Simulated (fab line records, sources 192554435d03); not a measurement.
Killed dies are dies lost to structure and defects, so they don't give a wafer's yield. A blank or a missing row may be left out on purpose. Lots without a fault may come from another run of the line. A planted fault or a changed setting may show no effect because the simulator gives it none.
fab line records | flow n5_finfet
record lots=6 wafers=17 last_day=18
route steps=1938 shown BEOL_M8@1399 BEOL_M9@1401 PASSIVATION@1936
lots that met no fault: from a run of the same line without faults
start_h: hours from the record's first day to the start of the lot's first wafer shown | wait_h: hours since the lot's step before | " the same as in the row above | L1.1+2: a row that stands for several wafers | - no value, or no start given | * or withheld: withheld | < > ~ a bound
route shown NAME@n: a module of which the file shows steps, and the number in the route of the first | usual: mean/standard deviation of fault-free wafers | same: alike in all rows | chamber/n: place in a boat | sites: the reading at each site | _std_site: their standard deviation | _edge_site: outer sites' mean less inner sites' | radius_mm: how far each site lies from the wafer's centre | mask NAME#n: copy n | behind: the tool/chamber that last shaped the wafer | hold: why the lot was held/for how many hours/how that ended | device: the transistor (n, p or np) that didn't switch | end of line: the same wafers' tests at the end of the route | a step without rows: its recipe alone | killed: dies lost to structure and defects at the first sort, not the wafer's yield | map: a wafer's dies, x killed, . not, _ none there
set.NAME: the setting as run; set.NAME@STEP: as run at that earlier step | model.NAME: the simulator's own value behind a step, which no gauge read
lots at some steps of the route; a table a step, a row a wafer
services: from which hour (start_h, from the record's first day; less than 0 if before it) a tool's chamber was out of use, for how many hours, and why
## steps
# step N5_BEOL_M8_RS_MEAS_57
# recipe thk_meas_gauge=four-point-probe reads=Cu_of_BEOL_M8_ECD_50+Co_of_BEOL_M8_CVD_78+TaN_of_BEOL_M8_ALD_77
# usual M8_RS=0.285/0.011
# columns lot.wafer tool chamber start_h wait_h M8_RS[ohm/sq]
L326.1 film_metro-01 - 222.85 0.1 0.289
L326.2 " - " " 0.284
L326.6 " - " " 0.303
L328.2 film_metro-02 - 226.42 0.1 0.268
L328.4 " - " " 0.273
L328.6 " - " " 0.288
L330.1 film_metro-02 - 248.46 0.1 0.291
L330.4 " - " " 0.286
L342.3 film_metro-01 - 328.42 0.1 0.275
L342.4 " - " " 0.290
L342.6 " - " " 0.286
L344.1 film_metro-01 - 350.89 0.1 0.286
L344.2 " - " " 0.289
L344.6 " - " " 0.276
L346.1 film_metro-02 - 354.60 0.1 0.293
L346.5 " - " " 0.292
L346.6 " - " " 0.286
# step N5_BEOL_M8_INSPECT_58
# recipe inspect_instrument=darkfield mode=post_dep
# usual raw_defect_count=67/19
# columns lot.wafer tool chamber start_h wait_h raw_defect_count
L326.1 defect_inspect-02 - 222.87 0.0 54
L326.2 " - " " 55
L326.6 " - " " 49
L328.2 defect_inspect-01 - 226.44 0.0 83
L328.4 " - " " 103
L328.6 " - " " 81
L330.1 defect_inspect-02 - 248.48 0.0 80
L330.4 " - " " 73
L342.3 defect_inspect-01 - 328.45 0.0 73
L342.4 " - " " 72
L342.6 " - " " 86
L344.1 defect_inspect-02 - 350.91 0.0 38
L344.2 " - " " 62
L344.6 " - " " 57
L346.1 defect_inspect-02 - 354.63 0.0 74
L346.5 " - " " 86
L346.6 " - " " 77
# step N5_BEOL_M9_ILD_DEP_00
# recipe material=SiCOH_lowk target_thk_a=3085.1 temp_c=300 precursor=DEMS/porogen pressure_torr=5 rf_w=500 time_s=58
# step N5_BEOL_M9_CURE_71
# recipe temp_c=385 time_s=240 ambient=He/Ar material=SiCOH_lowk
# usual lamp_power_pct=52.32/0.056 wafer_temp_C_max=387.1/0.73
# columns lot.wafer tool chamber start_h wait_h lamp_power_pct wafer_temp_C_max
L326.1 uv_cure-01 0 223.01 0.1 52.33 387.0
L326.2 " 0 " " 52.43 387.0
L326.6 " 0 " " 52.37 386.4
L328.2 uv_cure-02 0 227.11 0.6 52.30 387.8
L328.4 " 0 " " 52.30 387.3
L328.6 " 0 " " 52.33 387.0
L330.1 uv_cure-01 1 248.60 0.0 52.43 385.8
L330.4 " 1 " " 52.25 386.2
L342.3 uv_cure-01 1 328.72 0.2 52.24 386.2
L342.4 " 1 " " 52.38 387.0
L342.6 " 1 " " 52.29 385.9
L344.1 uv_cure-02 0 351.48 0.5 52.31 387.9
L344.2 " 0 " " 52.28 387.4
L344.6 " 0 " " 52.37 388.0
L346.1 uv_cure-02 1 354.74 0.0 52.31 386.7
L346.5 " 1 " " 52.27 386.7
L346.6 " 1 " " 52.35 386.5
# step N5_BEOL_M9_THK_MEAS_01
# recipe reads=SiCOH_lowk_of_BEOL_M9_ILD_DEP_00
# usual M9_ILD_THK=269/4.4
# columns lot.wafer tool chamber start_h wait_h M9_ILD_THK[nm]
L326.1 film_metro-02 - 223.53 0.4 269
L326.2 " - " " 275
L326.6 " - " " 269
L328.2 film_metro-02 - 227.55 0.4 270
L328.4 " - " " 272
L328.6 " - " " 269
L330.1 film_metro-02 - 249.11 0.4 265
L330.4 " - " " 275
L342.3 film_metro-02 - 329.08 0.3 270
L342.4 " - " " 265
L342.6 " - " " 272
L344.1 film_metro-02 - 351.99 0.4 262
L344.2 " - " " 268
L344.6 " - " " 269
L346.1 film_metro-01 - 355.74 0.8 269
L346.5 " - " " 273
L346.6 " - " " 266
# step N5_BEOL_M9_PECVD_70
# recipe material=SiO2 target_thk_a=200 temp_c=400 precursor=TEOS/O2 pressure_torr=5.5 rf_w=450 teos_flow_sccm=53.8 gas=O2 flow_sccm=3000 time_s=22.7
# usual heater_power_w=655/68 showerhead_plenum_p_Torr=8.76/0.046 throttle_valve_pct=22.6/1.6
# columns lot.wafer tool chamber start_h wait_h heater_power_w showerhead_plenum_p_Torr throttle_valve_pct
L326.1 pecvd-04 0 223.56 0.0 673 8.72 24.3
L326.2 " 1 " " 618 8.77 22.6
L326.6 " 0 " " 673 8.69 24.5
L328.2 pecvd-04 0 227.58 0.0 605 8.70 24.2
L328.4 " 1 " " 593 8.77 22.7
L328.6 " 1 " " 608 8.81 22.6
L330.1 pecvd-02 1 249.15 0.0 645 8.73 23.6
L330.4 " 1 " " 664 8.74 23.8
L342.3 pecvd-02 1 329.11 0.0 730 8.72 23.9
L342.4 " 2 " " 657 8.80 21.6
L342.6 " 1 " " 712 8.73 23.6
L344.1 pecvd-02 0 352.03 0.0 782 8.77 23.9
L344.2 " 1 " " 624 8.71 23.5
L344.6 " 0 " " 800 8.77 23.8
L346.1 pecvd-01 2 355.77 0.0 676 8.81 20.4
L346.5 " 2 " " 678 8.83 19.9
L346.6 " 1 " " 602 8.86 23.8
# step N5_BEOL_M9_HM_DEP_02
# recipe material=TiN target_thk_a=200 temp_c=25 chamber_pressure_pa=0.49996
# usual throttle_valve_pct=30.0/0.97
# columns lot.wafer tool chamber start_h wait_h throttle_valve_pct
L326.1 pvd_sputter-01 - 224.49 0.9 29.8
L326.2 " - " " 30.9
L326.6 " - " " 31.1
L328.2 pvd_sputter-01 - 228.01 0.4 31.1
L328.4 " - " " 30.0
L328.6 " - " " 29.8
L330.1 pvd_sputter-02 - 250.95 1.8 29.0
L330.4 " - " " 29.8
L342.3 pvd_sputter-01 - 329.98 0.9 29.6
L342.4 " - " " 31.1
L342.6 " - " " 30.2
L344.1 pvd_sputter-02 - 352.27 0.2 29.9
L344.2 " - " " 31.3
L344.6 " - " " 31.7
L346.1 pvd_sputter-02 - 356.99 1.2 29.8
L346.5 " - " " 29.6
L346.6 " - " " 28.6
# step N5_BEOL_M9_COAT_59
# recipe resist=SOC temp_c=250 time_s=60 spin_rpm=1500 resist_thk_nm=100
# step N5_BEOL_M9_COAT_60
# recipe resist=SiARC temp_c=220 time_s=60 spin_rpm=1500 resist_thk_nm=30
# step N5_BEOL_M9_COAT_05
# recipe resist=CAR-ArF spin_rpm=1500 resist_thk_nm=90
# step N5_BEOL_M9_EBR_07
# recipe solvent=PGMEA ebr_width_mm=1.5
# step N5_BEOL_M9_SOFTBAKE_06
# recipe temp_c=110 time_s=60 resist=CAR-ArF
# step N5_BEOL_M9_EXPOSE_08
# recipe mask_id=M9 na=1.35 source_shape=dipole sigma_inner=0.411 sigma_outer=0.611 polarization=te dose_mj=53.75
# usual exposure_dose_mJ_cm2=53.72/0.054
# columns lot.wafer tool chamber start_h wait_h mask exposure_dose_mJ_cm2
L326.1 arfi_scanner-02 0 224.73 - M9#0 53.75
L326.2 " 0 " " M9#0 53.66
L326.6 " 0 " " M9#0 53.71
L328.2 arfi_scanner-02 0 228.38 - M9#0 50.73
L328.4 " 0 " " M9#0 50.66
L328.6 " 0 " " M9#0 50.68
L330.1 arfi_scanner-02 0 251.32 - M9#0 51.28
L330.4 " 0 " " M9#0 51.33
L342.3 arfi_scanner-03 0 330.24 - M9#0 53.69
L342.4 " 0 " " M9#0 53.62
L342.6 " 0 " " M9#0 53.65
L344.1 arfi_scanner-03 0 352.64 - M9#0 53.73
L344.2 " 0 " " M9#0 53.75
L344.6 " 0 " " M9#0 53.78
L346.1 arfi_scanner-01 0 357.36 - M9#0 53.70
L346.5 " 0 " " M9#0 53.73
L346.6 " 0 " " M9#0 53.80
# step N5_BEOL_M9_PEB_09
# recipe peb_temp_c=withheld peb_time_s=60 resist=CAR-ArF
# step N5_BEOL_M9_DEVELOP_10
# recipe develop_time_s=30 developer=TMAH resist=CAR-ArF rinse_liquid=diw dry=air_spin dev_temp_c=23
# step N5_BEOL_M9_CD_MEAS_11
# recipe target_cd_nm=64.1 landing_energy_ev=500 detector=se_inlens polarity=opening
# usual cd_nm=64.5/0.65
# columns lot.wafer tool chamber start_h wait_h cd_nm
L326.1 cd_sem-01 0 224.86 - 64.6
L326.2 " 0 " " 64.9
L326.6 " 0 " " 64.7
L328.2 cd_sem-01 0 228.50 - 60.9
L328.4 " 0 " " 61.2
L328.6 " 0 " " 62.2
L330.1 cd_sem-02 0 251.45 - 62.1
L330.4 " 0 " " 63.1
L342.3 cd_sem-03 0 330.36 - 63.7
L342.4 " 0 " " 64.4
L342.6 " 0 " " 63.8
L344.1 cd_sem-01 0 352.77 - 65.1
L344.2 " 0 " " 65.0
L344.6 " 0 " " 65.9
L346.1 cd_sem-02 0 357.49 - 64.1
L346.5 " 0 " " 64.5
L346.6 " 0 " " 64.1
# step N5_BEOL_M9_OVL_MEAS_12
# recipe points_per_wafer=44
# usual M9_OVL=0.1/0.81
# columns lot.wafer tool chamber start_h wait_h M9_OVL[nm]
L326.1 overlay-01 0 224.89 0.0 0.2
L326.2 " 0 " " -0.1
L326.6 " 0 " " -0.3
L328.2 overlay-01 0 228.53 0.0 0.3
L328.4 " 0 " " -0.7
L328.6 " 0 " " -0.2
L330.1 overlay-01 0 251.48 0.0 -0.5
L330.4 " 0 " " 0.5
L342.3 overlay-01 0 330.38 0.0 0.0
L342.4 " 0 " " -0.9
L342.6 " 0 " " -1.1
L344.1 overlay-02 0 352.80 0.0 0.2
L344.2 " 0 " " 2.7
L344.6 " 0 " " 1.4
L346.1 overlay-01 0 357.52 0.0 -0.1
L346.5 " 0 " " -0.7
L346.6 " 0 " " -0.1
# step N5_BEOL_M9_INSPECT_13
# recipe mode=adi inspect_instrument=brightfield
# usual raw_defect_count=418/97
# columns lot.wafer tool chamber start_h wait_h raw_defect_count
L326.1 defect_inspect-02 - 224.91 0.0 447
L326.2 " - " " 372
L326.6 " - " " 233
L328.2 defect_inspect-01 - 228.56 0.0 433
L328.4 " - " " 480
L328.6 " - " " 499
L330.1 defect_inspect-01 - 251.50 0.0 342
L330.4 " - " " 370
L342.3 defect_inspect-01 - 330.41 0.0 429
L342.4 " - " " 481
L342.6 " - " " 494
L344.1 defect_inspect-01 - 352.82 0.0 331
L344.2 " - " " 394
L344.6 " - " " 431
L346.1 defect_inspect-01 - 357.54 0.0 388
L346.5 " - " " 564
L346.6 " - " " 422
# step N5_BEOL_M9_DESCUM_16
# recipe chemistry=O2 time_s=7.9 source_power_w=50 bias_power_w=20 pressure_mtorr=20 rf_frequency_hz=2.712e+07 temp_c=40 resist=CAR-ArF o2_flow_sccm=225
# usual drypump_motor_current_A=5.5/0.33 oes_product_au=0.78/0.079 rf_vpp_V=243.2/1.5 showerhead_plenum_p_Torr=2.10/0.073 throttle_valve_pct=20.50/0.22
# columns lot.wafer tool chamber start_h wait_h drypump_motor_current_A oes_product_au rf_hours_counter_h rf_vpp_V showerhead_plenum_p_Torr throttle_valve_pct
L326.1 rie_diel-04 2 224.95 0.0 5.7 0.71 179 242.3 2.01 20.46
L326.2 " 3 " " 5.4 0.70 211 244.1 2.18 20.63
L326.6 " 3 " " 5.4 0.70 - 245.2 2.18 20.63
L328.2 rie_diel-06 1 228.66 0.1 5.4 0.83 76 242.8 2.03 20.65
L328.4 " 0 " " 5.6 0.74 170 244.9 2.17 20.48
L328.6 " 1 " " 5.4 0.82 - 241.9 2.03 20.65
L330.1 rie_diel-04 3 251.54 0.0 5.4 0.71 219 243.3 2.18 20.64
L330.4 " 3 " " 5.4 0.70 - 242.7 2.18 20.63
L342.3 rie_diel-04 3 330.44 0.0 5.4 0.70 240 245.0 2.17 20.68
L342.4 " 0 " " 5.6 0.80 94 242.1 2.06 20.60
L342.6 " 3 " " 5.4 0.69 - 245.6 2.17 20.67
L344.1 rie_diel-06 3 352.86 0.0 5.2 0.80 86 244.9 2.19 20.12
L344.2 " 2 " " 6.1 0.73 177 243.5 2.09 20.54
L344.6 " 2 " " 6.1 0.73 - 244.1 2.09 20.52
L346.1 rie_diel-04 2 357.58 0.0 5.7 0.68 215 241.4 2.00 20.49
L346.5 " 1 " " 5.0 0.88 - 243.2 2.04 20.27
L346.6 " 0 " " 5.6 0.78 - 242.2 2.05 20.60
# step N5_BEOL_M9_ETCH_61
# recipe chemistry=CF4 target=SiARC target_depth_a=390 mask_material=CAR-ArF time_s=65 ion_energy_ev=80 pressure_mtorr=40 source_w=545 bias_w=36 Ar_flow_sccm=100 cf4_flow_sccm=100 ends=cleared
# step N5_BEOL_M9_ETCH_62
# recipe chemistry=N2/H2 target=SOC target_depth_a=1100 overetch_a=220 mask_material=SiARC temp_c=40 time_s=165 ion_energy_ev=200 pressure_mtorr=30 source_w=840 bias_w=150 n2_flow_sccm=200 h2_flow_sccm=200
# step N5_BEOL_M9_STRIP_68
# recipe chemistry=N2/H2 temp_c=40 n2_flow_sccm=200 h2_flow_sccm=200 rf_frequency_hz=6e+07
# step N5_BEOL_M9_STRIP_67
# recipe chemistry=CF4 resist=SiARC power_w=300 bias_power_w=75 pressure_mtorr=50 cf4_flow_sccm=150 rf_frequency_hz=6e+07
# step N5_BEOL_M9_HM_OPEN_17
# recipe chemistry=Cl2/BCl3 target_depth_a=200 overetch_a=60 target=TiN mask_material=SOC ion_energy_ev=150 pressure_mtorr=10 icp_w=1000 bias_w=126 Cl2_flow_sccm=53.25 bcl3_flow_sccm=21.75 Ar_flow_sccm=25
# usual bcl3_flow_sccm=21.76/0.069 drypump_motor_current_A=5.7/0.54 oes_product_au=0.68/0.093 throttle_valve_pct=22.09/0.27
# columns lot.wafer tool chamber start_h wait_h bcl3_flow_sccm drypump_motor_current_A oes_product_au rf_hours_counter_h throttle_valve_pct
L326.1 rie_metal-03 0 225.22 0.0 21.80 5.9 0.56 98 22.74
L326.2 " 1 " " 21.68 5.4 0.74 16 22.19
L326.6 " 0 " " 21.73 5.9 0.55 - 22.74
L328.2 rie_metal-01 1 228.93 0.0 21.73 5.8 0.68 41 21.81
L328.4 " 0 " " 21.81 4.8 0.56 - 21.96
L328.6 " 1 " " 21.74 5.8 0.68 - 21.82
L330.1 rie_metal-03 1 251.81 0.0 21.63 5.4 0.74 19 22.21
L330.4 " 0 " " 21.79 5.9 0.56 - 22.73
L342.3 rie_metal-02 1 330.74 0.1 21.76 6.2 0.76 - 22.05
L342.4 " 0 " " 21.67 6.5 0.74 - 22.11
L342.6 " 0 " " 21.77 6.5 0.75 - 22.11
L344.1 rie_metal-02 0 353.13 0.0 21.82 6.5 0.73 12 22.11
L344.2 " 1 " " 21.76 6.2 0.73 9 22.05
L344.6 " 0 " " 21.69 6.5 0.73 - 22.15
L346.1 rie_metal-03 1 357.87 0.0 21.64 5.4 0.71 29 22.21
L346.5 " 1 " " 21.74 5.4 0.70 - 22.23
L346.6 " 1 " " 21.75 5.4 0.70 - 22.23
# step N5_BEOL_M9_STRIP_19
# recipe chemistry=O2 power_w=400 temp_c=40 pressure_mtorr=30 rf_frequency_hz=6e+07 bias_power_w=0 overash_fraction=0.2 o2_flow_sccm=225
# step N5_BEOL_M9_CD_MEAS_18
# recipe pitch_nm=140 target_cd_nm=70
# usual cd_nm=70.4/0.84
# columns lot.wafer tool chamber start_h wait_h cd_nm
L326.1 cd_sem-01 - 225.44 0.0 69.8
L326.2 " - " " 71.1
L326.6 " - " " 71.1
L328.2 cd_sem-01 - 229.24 0.1 67.2
L328.4 " - " " 66.6
L328.6 " - " " 68.1
L330.1 cd_sem-01 - 252.02 0.0 68.8
L330.4 " - " " 69.1
L342.3 cd_sem-03 - 330.93 0.1 69.5
L342.4 " - " " 71.1
L342.6 " - " " 70.1
L344.1 cd_sem-01 - 353.32 0.0 70.2
L344.2 " - " " 70.8
L344.6 " - " " 71.6
L346.1 cd_sem-01 - 358.14 0.0 69.7
L346.5 " - " " 69.9
L346.6 " - " " 70.8
# step N5_BEOL_M9_COAT_63
# recipe resist=SOC temp_c=250 time_s=60 spin_rpm=1500 resist_thk_nm=60
# step N5_PASSIVATION_PROBE_49
# usual defect_limited_yield=91.0/1.4 killed_at_M0_to_M3=35/10 killed_at_M4_up=14/5.5 killed_at_contacts=13/5.6 killed_at_front_end=41/11 killed_at_other=4/3.4 killed_dies=106/16 killed_open=68/12 killed_short=35/7.3 sort_bin_4_leakage=0.3/2.1 sort_bin_5_function=5.3/0.89 sort_bin_6_memory=3.4/0.67 sort_n_pass=1070/28 sort_yield_pct=90.7/2.4
# same gross_dies=1180 killed_at_back_side=0 sort_bin_8_speed[%]=0
# columns lot.wafer tool chamber start_h wait_h defect_limited_yield[%] killed_at_M0_to_M3 killed_at_M4_up killed_at_contacts killed_at_front_end killed_at_other killed_dies killed_open killed_short sort_bin_4_leakage[%] sort_bin_5_function[%] sort_bin_6_memory[%] sort_n_pass sort_yield_pct[%]
L326.1 prober-01 - 303.40 0.0 89.4 46 9 13 56 1 125 89 29 0 6.7 3.1 1055 89.4
L326.2 prober-01 - 303.45 0.1 92.2 30 11 18 32 1 92 61 25 0.1 4.2 3.0 1087 92.1
L326.6 prober-01 - 303.65 0.3 90.1 37 9 28 43 0 117 81 32 0 6.2 3.3 1063 90.1
L330.1 prober-01 - 319.04 0.0 88.1 44 16 11 69 1 141 84 55 0 7.6 4.1 1039 88.1
L330.4 prober-01 - 319.19 0.2 90.6 36 20 12 36 7 111 71 39 2.6 4.7 4.2 1038 88.0
L344.1 prober-02 - 411.44 0.0 91.9 28 20 11 34 3 96 62 31 0 4.7 3.0 1084 91.9
L344.2 prober-02 - 411.49 0.1 89.5 43 15 17 47 2 124 87 33 1.6 6.4 3.9 1037 87.9
L344.6 prober-02 - 411.69 0.3 89.3 38 25 17 45 1 126 83 35 0 5.9 4.2 1054 89.3
L346.1 prober-01 - 424.41 0.0 90.0 39 10 16 47 6 118 76 36 0 5.9 3.6 1062 90.0
L346.5 prober-01 - 424.61 0.2 91.0 40 14 10 34 8 106 67 34 0 5.5 3.2 1074 91.0
L346.6 prober-01 - 424.66 0.3 91.2 35 18 15 34 2 104 69 31 0 5.3 3.0 1076 91.2
# killed by level:class
L326.1 BEOL_M3:geometric_particle:open=17 STI_FIN_REVEAL:geometric_particle:open=16 BEOL_M2:geometric_particle:open=13 MOL_CONTACT_COAG:geometric_particle:open=9 DUMMY_GATE:geometric_particle:open=8 GATE_CUT:geometric_particle:short=8 HKMG_FIN:area_etch=7 BEOL_M0_SAQP:geometric_particle:open=5
L326.2 MOL_CONTACT_COAG:geometric_particle:open=14 BEOL_M3:geometric_particle:open=8 STI_FIN_REVEAL:geometric_particle:open=6 DUMMY_GATE:geometric_particle:open=5 BEOL_M0_SAQP:geometric_particle:open=5 BEOL_M2:geometric_particle:open=5 GATE_CUT:geometric_particle:short=4 MOL_CONTACT_COAG:geometric_particle:short=4
L326.6 MOL_CONTACT_COAG:geometric_particle:open=25 STI_FIN_REVEAL:geometric_particle:open=13 BEOL_M2:geometric_particle:open=10 BEOL_M2:geometric_particle:short=6 FIN_SAQP:geometric_particle:open=5 FIN_SAQP:geometric_particle:short=5 BEOL_M3:geometric_particle:open=5 BEOL_M0_SAQP:geometric_particle:open=5
L330.1 FIN_SAQP:geometric_particle:open=18 BEOL_M0_SAQP:geometric_particle:open=17 FIN_SAQP:geometric_particle:short=16 BEOL_M0_SAQP:geometric_particle:short=15 DUMMY_GATE:geometric_particle:open=10 MOL_CONTACT_COAG:geometric_particle:open=9 GATE_CUT:geometric_particle:short=8 BEOL_M2:geometric_particle:open=8
L330.4 BEOL_M0_SAQP:geometric_particle:short=15 MOL_CONTACT_COAG:geometric_particle:open=12 BEOL_M4:geometric_particle:open=12 FIN_SAQP:geometric_particle:open=8 GATE_CUT:geometric_particle:short=7 BEOL_M0_SAQP:geometric_particle:open=7 GATE_CUT:geometric_particle:open=5 DUMMY_GATE:geometric_particle:open=4
L344.1 BEOL_M3:geometric_particle:open=15 BEOL_M4:geometric_particle:open=13 STI_FIN_REVEAL:geometric_particle:open=10 MOL_CONTACT_COAG:geometric_particle:open=7 FIN_SAQP:geometric_particle:short=4 GATE_CUT:geometric_particle:short=4 MOL_CONTACT_COAG:geometric_particle:short=4 FIN_SAQP:geometric_particle:open=3
L344.2 BEOL_M2:geometric_particle:open=15 MOL_CONTACT_COAG:geometric_particle:open=13 BEOL_M3:geometric_particle:open=13 FIN_SAQP:geometric_particle:short=10 FIN_SAQP:geometric_particle:open=8 GATE_CUT:geometric_particle:short=8 BEOL_M1:geometric_particle:open=6 STARTING-WAFER:geometric_particle:open=6
L344.6 MOL_CONTACT_COAG:geometric_particle:open=13 STI_FIN_REVEAL:geometric_particle:open=12 BEOL_M4:geometric_particle:open=11 BEOL_M3:geometric_particle:open=10 FIN_SAQP:geometric_particle:open=9 FIN_SAQP:geometric_particle:short=7 BEOL_M0_SAQP:geometric_particle:short=7 BEOL_M0_SAQP:geometric_particle:open=6
L346.1 MOL_CONTACT_COAG:geometric_particle:open=13 BEOL_M3:geometric_particle:open=9 STI_FIN_REVEAL:geometric_particle:open=7 FIN_SAQP:geometric_particle:open=6 ILD0:geometric_particle:short=5 BEOL_M1:geometric_particle:open=5 FIN_SAQP:geometric_particle:short=4 DUMMY_GATE:geometric_particle:open=4
L346.5 BEOL_M3:geometric_particle:open=9 FIN_SAQP:geometric_particle:open=8 MOL_CONTACT_COAG:geometric_particle:open=8 BEOL_M0_SAQP:geometric_particle:open=7 BEOL_M1:geometric_particle:open=6 ILD0:geometric_particle:short=5 BEOL_M0_SAQP:geometric_particle:short=5 BEOL_M2:geometric_particle:open=5
L346.6 MOL_CONTACT_COAG:geometric_particle:open=13 BEOL_M3:geometric_particle:open=12 GATE_CUT:geometric_particle:open=7 GATE_CUT:geometric_particle:short=6 BEOL_M0_SAQP:geometric_particle:short=5 BEOL_M4:geometric_particle:open=5 STI_FIN_REVEAL:geometric_particle:open=4 ILD0:geometric_particle:open=4
## services
# columns tool chamber start_h hours kind
arfi_scanner-02 - 201.36 1.3 pm
uv_cure-01 - 205.79 7.5 pm
arfi_scanner-03 - 206.95 1.3 pm
arfi_scanner-01 - 215.90 17.3 pm
rie_diel-04 0 222.79 11.3 repair
rie_diel-04 2 228.08 2.4 repair
arfi_scanner-01 - 233.23 1.0 pm
rie_metal-01 1 235.56 4.2 repair
arfi_scanner-01 - 240.41 1.3 pm
arfi_scanner-03 - 241.45 1.0 pm
arfi_scanner-02 - 253.23 4.9 pm
arfi_scanner-03 - 261.98 1.6 repair
arfi_scanner-02 - 271.99 3.1 pm
arfi_scanner-02 - 277.35 1.0 pm
rie_metal-02 - 279.08 0.3 repair
arfi_scanner-03 - 285.77 1.0 pm
rie_diel-06 2 299.45 8.1 repair
pecvd-04 1 302.38 10.1 repair
uv_cure-01 - 315.48 1.0 pm
arfi_scanner-02 - 326.86 1.3 pm
uv_cure-01 - 331.95 24.9 pm
arfi_scanner-03 - 332.45 1.3 pm
rie_diel-06 0 337.05 4.8 repair
arfi_scanner-02 - 353.40 0.8 pm
## key
first_sign step=N5_BEOL_M9_EXPOSE_08 reading=exposure_dose_mJ_cm2 direction=down sigmas=52 usual=53.72 struck=50.94
effect step=N5_BEOL_M9_CD_MEAS_11 reading=cd_nm direction=down sigmas=3.9 usual=64.5 struck=61.9 through=control_loop
effect step=N5_BEOL_M9_CD_MEAS_18 reading=cd_nm direction=down sigmas=2.9 usual=70.4 struck=67.9 through=control_loop
met_at N5_BEOL_M9_EXPOSE_08
struck_wafers L328.2,L328.4,L328.6,L330.1,L330.4
loop_trim step=N5_BEOL_M9_EXPOSE_08 setting=dose lots=L330
onset_between 224.73 228.38
fault kind=process_parameter_drift tool=arfi_scanner-02 chamber=- onset_h=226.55 steps=N5_BEOL_M9_EXPOSE_08 channel=dose_mj offset=-3.0495 shape=step acts_in=these_recipes_only stated=53.75
# loop_trim: a control loop set the setting to another value than it would have without faults
